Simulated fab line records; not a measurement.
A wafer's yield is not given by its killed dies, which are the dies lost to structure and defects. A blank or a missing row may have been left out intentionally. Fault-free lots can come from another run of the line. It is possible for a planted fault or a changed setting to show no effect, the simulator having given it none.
Which tool was responsible? :: flow n5Finfet :: 11 lots with 31 wafers sampled at 4 steps, on a route of 1938 steps

== WHAT THE GAUGES READ, wafer by wafer ==
N5_BEOL_M13_THK_MEAS_50: measures by xrf.
lot: L363
measured: day 10 04:41
on: filmMetro-02
M13_THK (nm): 446 441 434

lot: L364
measured: day 11 21:58
on: filmMetro-01
M13_THK (nm): 437 435 428

lot: L371
measured: day 13 16:26
on: filmMetro-01
M13_THK (nm): 421 438 409

lot: L372
measured: day 13 16:43
on: filmMetro-02
M13_THK (nm): 455 445

lot: L374
measured: day 14 02:53
on: filmMetro-01
M13_THK (nm): 444 445

lot: L376
measured: day 14 17:08
on: filmMetro-02
M13_THK (nm): 424 428 436

lot: L378
measured: day 14 21:32
on: filmMetro-01
M13_THK (nm): 430 422 439

lot: L379
measured: day 15 14:46
on: filmMetro-02
M13_THK (nm): 424 434 431

lot: L380
measured: day 15 21:14
on: filmMetro-02
M13_THK (nm): 433 435 428

lot: L383
measured: day 16 05:27
on: filmMetro-02
M13_THK (nm): 437 435 434

lot: L386
measured: day 17 00:47
on: filmMetro-02
M13_THK (nm): 429 436 439

== WHICH TOOL RAN EACH LOT (tool, then ch and the chambers of the sampled wafers, then the start) ==
lot: L363
N5_BEOL_M13_SPUTTER_43: pvdSputter-02, day 10 03:25
N5_BEOL_M13_SPUTTER_44: pvdSputter-02, day 10 03:30
N5_BEOL_M13_CMP_49: cmp-03 ch 0,1,3, day 10 04:28

lot: L364
N5_BEOL_M13_SPUTTER_43: pvdSputter-03, day 11 20:56
N5_BEOL_M13_SPUTTER_44: pvdSputter-03, day 11 21:01
N5_BEOL_M13_CMP_49: cmp-03 ch 1,2, day 11 21:43

lot: L371
N5_BEOL_M13_SPUTTER_43: pvdSputter-02, day 13 15:04
N5_BEOL_M13_SPUTTER_44: pvdSputter-02, day 13 15:09
N5_BEOL_M13_CMP_49: cmp-03 ch 1,2,3, day 13 16:11

lot: L372
N5_BEOL_M13_SPUTTER_43: pvdSputter-02, day 13 15:23
N5_BEOL_M13_SPUTTER_44: pvdSputter-02, day 13 15:28
N5_BEOL_M13_CMP_49: cmp-04 ch 2,3, day 13 16:25

lot: L374
N5_BEOL_M13_SPUTTER_43: pvdSputter-02, day 14 01:52
N5_BEOL_M13_SPUTTER_44: pvdSputter-02, day 14 01:56
N5_BEOL_M13_CMP_49: cmp-04 ch 1,2, day 14 02:36

lot: L376
N5_BEOL_M13_SPUTTER_43: pvdSputter-01, day 14 16:07
N5_BEOL_M13_SPUTTER_44: pvdSputter-01, day 14 16:11
N5_BEOL_M13_CMP_49: cmp-02 ch 1,2,3, day 14 16:50

lot: L378
N5_BEOL_M13_SPUTTER_43: pvdSputter-01, day 14 20:07
N5_BEOL_M13_SPUTTER_44: pvdSputter-01, day 14 20:12
N5_BEOL_M13_CMP_49: cmp-04 ch 0,1,3, day 14 21:17

lot: L379
N5_BEOL_M13_SPUTTER_43: pvdSputter-03, day 15 13:44
N5_BEOL_M13_SPUTTER_44: pvdSputter-03, day 15 13:49
N5_BEOL_M13_CMP_49: cmp-04 ch 1,2,3, day 15 14:28

lot: L380
N5_BEOL_M13_SPUTTER_43: pvdSputter-03, day 15 20:13
N5_BEOL_M13_SPUTTER_44: pvdSputter-03, day 15 20:17
N5_BEOL_M13_CMP_49: cmp-02 ch 0,1,3, day 15 21:02

lot: L383
N5_BEOL_M13_SPUTTER_43: pvdSputter-01, day 16 02:52
N5_BEOL_M13_SPUTTER_44: pvdSputter-01, day 16 02:56
N5_BEOL_M13_CMP_49: cmp-02 ch 0,1,3, day 16 05:14

lot: L386
N5_BEOL_M13_SPUTTER_43: pvdSputter-03, day 16 23:44
N5_BEOL_M13_SPUTTER_44: pvdSputter-03, day 16 23:49
N5_BEOL_M13_CMP_49: cmp-04 ch 0,1,3, day 17 00:32
- N5_BEOL_M13_SPUTTER_43: material TaN, target thk 15 nm, time 24.19 s.
- N5_BEOL_M13_SPUTTER_44: material Ta, target thk 10 nm, time 16.13 s.
- N5_BEOL_M13_CMP_49: polishes, stops on SiOC, t overpolish 17.1 s, target thk 420 nm.

== THE ANSWER, worked out from the rows above alone ==
Rule: the usual values come from the lots themselves. Put in order of their means at a reading, lots are off if they are a third of the lots or fewer, leave a main group of 4 or more, and stand apart from it by a gap of 3 or more times the standard deviation of the main group's means; of several such gaps the widest counts. The tables above print the reading to a certain number of digits; a main group whose means all agree to those digits is not used. Also off: a lot with no number at a reading for which 4 or more lots have one. All remaining lots with rows at the step are treated as sound.
None of the lots is off at any reading shown; this tells nothing.

== WHAT THE SIMULATOR PUT IN ==
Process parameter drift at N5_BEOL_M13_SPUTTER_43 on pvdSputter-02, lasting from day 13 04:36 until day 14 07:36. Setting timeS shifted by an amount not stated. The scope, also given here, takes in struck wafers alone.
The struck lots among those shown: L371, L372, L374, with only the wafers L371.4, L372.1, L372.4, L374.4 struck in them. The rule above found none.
